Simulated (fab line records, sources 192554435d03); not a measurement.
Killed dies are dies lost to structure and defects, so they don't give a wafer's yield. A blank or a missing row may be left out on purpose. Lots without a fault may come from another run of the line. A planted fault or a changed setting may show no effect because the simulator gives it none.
One fault seen from 2 desks | flow n5_finfet | each desk has only its own numbers; what lay behind them comes last

THE METROLOGY DESK
What the gauges read, lot by lot, whatever tool the lot ran on: means of the sampled wafers that have a number. A lot is out of limits, marked OUT, if its mean lies more than 4 standard deviations from the usual mean; the brackets give that distance. Of its 10 readings 7 are shown: those that lie furthest out on some lot.
Columns: A = DIBL_P at N5_BEOL_M4_RC_MEAS_101, usual 35.7 mV/V; B = IOFF_N at N5_BEOL_M4_RC_MEAS_101, usual 0.155 nA/um; C = IOFF_P at N5_BEOL_M4_RC_MEAS_101, usual 0.204 nA/um; D = ION_P at N5_BEOL_M4_RC_MEAS_101, usual 459 uA/um; E = SS_P at N5_BEOL_M4_RC_MEAS_101, usual 73.1 mV/dec; F = VT_N at N5_BEOL_M4_RC_MEAS_101, usual 250.2 mV; G = VT_P at N5_BEOL_M4_RC_MEAS_101, usual -251 mV
lot  | first seen here | A    | B     | C     | D   | E    | F     | G
L774 | day 10 10:51    | 35.9 | 0.157 | 0.233 | 467 | 73.3 | 248.7 | -246
L776 | day 10 22:15    | 37.0 | 0.159 | 0.200 | 458 | 73.3 | 249.8 | -252
L779 | day 11 07:46    | 34.0 | 0.156 | 0.177 | 457 | 73.8 | 251.1 | -257
L786 | day 13 05:38    | 35.4 | 0.150 | 0.189 | 458 | 73.2 | 250.5 | -253
L787 | day 13 06:14    | 36.6 | 0.172 | 0.230 | 464 | 72.8 | 247.8 | -247
L789 | day 13 19:38    | 35.0 | 0.146 | 0.183 | 456 | 72.4 | 251.2 | -253
This desk's finding: nothing out of limits on any of the 6 lots.

THE TOOL OWNER'S DESK: rie_diel-01
The tool's own readings at N5_MOL_CONTACT_COAG_STRIP_96 (strips in N2/H2): means of the sampled wafers that have a number, for each lot that ran on this tool. A lot is out of limits, marked OUT, if its mean lies more than 4 standard deviations from the usual mean; the brackets give that distance. Of its 9 readings 7 are shown: those that lie furthest out on some lot.
Columns: A = bias_power_w at N5_MOL_CONTACT_COAG_STRIP_96, usual 28.01 W; B = drypump_motor_current_A at N5_MOL_CONTACT_COAG_STRIP_96, usual 5.8 A; C = n2_flow_sccm at N5_MOL_CONTACT_COAG_STRIP_96, usual 300.0 sccm; D = oes_product_au at N5_MOL_CONTACT_COAG_STRIP_96, usual 0.78 a.u.; E = power_w at N5_MOL_CONTACT_COAG_STRIP_96, usual 500.0 W; F = showerhead_plenum_p_Torr at N5_MOL_CONTACT_COAG_STRIP_96, usual 3.39 Torr; G = throttle_valve_pct at N5_MOL_CONTACT_COAG_STRIP_96, usual 18.8 %
lot  | first seen here | A     | B   | C     | D    | E     | F    | G
L774 | day 7 10:43     | 28.05 | 5.3 | 299.8 | 0.78 | 498.1 | 3.52 | 18.8
L776 | day 7 22:41     | 27.96 | 5.2 | 299.3 | 0.82 | 499.4 | 3.55 | 18.9
L779 | day 8 18:08     | 27.98 | 5.7 | 299.7 | 0.84 | 498.9 | 3.39 | 18.5
L789 | day 10 21:01    | 27.94 | 5.6 | 300.6 | 0.81 | 500.5 | 3.39 | 18.6
This desk's finding: nothing out of limits on any of the 4 lots.

PUT TOGETHER
The metrology desk saw nothing out of limits.
The tool owner's desk saw nothing out of limits.

WHAT THE SIMULATOR HAD PUT IN
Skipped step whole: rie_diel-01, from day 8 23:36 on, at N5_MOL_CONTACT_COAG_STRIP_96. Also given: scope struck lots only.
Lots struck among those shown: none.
